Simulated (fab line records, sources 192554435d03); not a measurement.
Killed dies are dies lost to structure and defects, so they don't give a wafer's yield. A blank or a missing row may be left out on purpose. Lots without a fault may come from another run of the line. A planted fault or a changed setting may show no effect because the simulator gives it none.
One fault seen from 3 desks | flow n5_finfet | each desk has only its own numbers; what lay behind them comes last

THE DEFECT DESK
What the inspections along the route counted, lot by lot: means of the sampled wafers that have a number. A lot is out of limits, marked OUT, if its mean lies more than 4 standard deviations from the usual mean; the brackets give that distance.
Columns: A = raw_defect_count at N5_SD_EPI_N_INSPECT_11, usual 1.9
lot  | first seen here | A
L214 | day 5 15:22     | 0.7
L215 | day 5 21:23     | 2.3
L218 | day 6 13:43     | 2.0
L219 | day 6 19:10     | 2.3
L223 | day 7 18:18     | 2.7
L224 | day 8 03:28     | 3.0
L226 | day 8 14:34     | 3.0
This desk's finding: nothing out of limits on any of the 7 lots.

THE TOOL OWNER'S DESK: rie_diel-04
The tool's own readings at N5_SD_EPI_N_ETCHBACK_44 (etches SiNx in CH3F/O2, stops on SiO2, target depth 14.5 nm): means of the sampled wafers that have a number, for each lot that ran on this tool. A lot is out of limits, marked OUT, if its mean lies more than 4 standard deviations from the usual mean; the brackets give that distance.
Columns: A = drypump_motor_current_A at N5_SD_EPI_N_ETCHBACK_44, usual 5.9 A; B = mfc_ar_sccm at N5_SD_EPI_N_ETCHBACK_44, usual 150.0 sccm; C = oes_product_au at N5_SD_EPI_N_ETCHBACK_44, usual 0.67 a.u.; D = rf_vpp_V at N5_SD_EPI_N_ETCHBACK_44, usual 294 V; E = showerhead_plenum_p_Torr at N5_SD_EPI_N_ETCHBACK_44, usual 2.01 Torr; F = throttle_valve_pct at N5_SD_EPI_N_ETCHBACK_44, usual 16.26 %
lot  | first seen here | A   | B     | C    | D   | E    | F
L214 | day 5 15:49     | 5.9 | 149.7 | 0.78 | 295 | 2.10 | 16.20
L215 | day 5 21:50     | 5.9 | 149.7 | 0.71 | 293 | 2.03 | 16.18
L218 | day 6 14:10     | 5.8 | 149.9 | 0.64 | 290 | 1.97 | 16.18
L219 | day 6 19:37     | 5.9 | 150.0 | 0.64 | 293 | 2.02 | 16.32
This desk's finding: nothing out of limits on any of the 4 lots.

THE METROLOGY DESK
What the gauges read, lot by lot, whatever tool the lot ran on: means of the sampled wafers that have a number. A lot is out of limits, marked OUT, if its mean lies more than 4 standard deviations from the usual mean; the brackets give that distance.
Columns: A = cd_nm at N5_SD_EPI_N_CD_MEAS_09, usual 120.2 nm; B = SD_N_BLK_OVL at N5_SD_EPI_N_OVL_MEAS_10, usual 0.2 nm
lot  | first seen here | A     | B
L214 | day 5 15:19     | 119.8 | -1.5
L215 | day 5 21:20     | 120.5 | 0.2
L218 | day 6 13:40     | 119.6 | 0.1
L219 | day 6 19:07     | 119.0 | 0.3
L223 | day 7 18:14     | 118.9 | -0.1
L224 | day 8 03:24     | 120.8 | 1.0
L226 | day 8 14:30     | 120.0 | -0.0
This desk's finding: nothing out of limits on any of the 7 lots.

PUT TOGETHER
The defect desk saw nothing out of limits.
The tool owner's desk saw nothing out of limits.
The metrology desk saw nothing out of limits.

WHAT THE SIMULATOR HAD PUT IN
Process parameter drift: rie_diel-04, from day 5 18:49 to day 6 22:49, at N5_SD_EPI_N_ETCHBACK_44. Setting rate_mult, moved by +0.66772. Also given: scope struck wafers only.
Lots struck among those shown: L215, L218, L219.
